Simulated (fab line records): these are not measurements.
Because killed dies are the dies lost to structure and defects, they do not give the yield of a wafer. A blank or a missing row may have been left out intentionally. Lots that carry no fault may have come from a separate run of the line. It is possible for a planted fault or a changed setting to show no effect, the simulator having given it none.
Chamber matching | flow n5_finfet | N5_BEOL_M1_ETCH_77 on rie_diel-01 has 4 sister chambers
The step etches underlayer in N2/H2, target depth 6.5 nm, time 5.2 s. 4 wafers are shown with their chamber, then 7 later ones without.

WAFERS WITH THEIR CHAMBER
wafer  | chamber | showerhead_plenum_p_Torr (Torr)
L082.2 | 1       | 2.58
L089.1 | 2       | 2.54
L089.4 | 0       | 2.59
L089.5 | 3       | 2.43

WAFERS WITH NO CHAMBER GIVEN
wafer  | showerhead_plenum_p_Torr (Torr)
L089.6 | 2.54
L090.2 | 2.53
L090.5 | 2.57
L090.6 | 2.59
L096.2 | 2.59
L096.4 | 2.43
L096.5 | 2.57

CHAMBER TAKEN BY EACH
wafer  | from the rows above     | in truth
L089.6 | 2                       | 2
L090.2 | 2                       | 2
L090.5 | can't be placed: 1 or 0 | 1
L090.6 | can't be placed: 0 or 1 | 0
L096.2 | can't be placed: 0 or 1 | 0
L096.4 | 3                       | 3
L096.5 | can't be placed: 1 or 0 | 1
Placed correctly: 3 of 7. From these rows, 4 cannot be placed; in 4 the true chamber is one of the candidates. Number placed wrongly: 0.
How it was worked out, from the rows above alone: a wafer's distance from a chamber is the root of the sum, over the readings, of the square of ((its reading less the chamber's mean) divided by the reading's scatter). If the next closest chamber is less than 2 further off than the closest, the wafer can't be placed; otherwise it belongs to the closest. For every chamber, the mean is computed from those of its wafers that are shown. The scatter: root of mean squared gap, hidden wafer to nearest shown wafer, with one shown wafer a chamber.
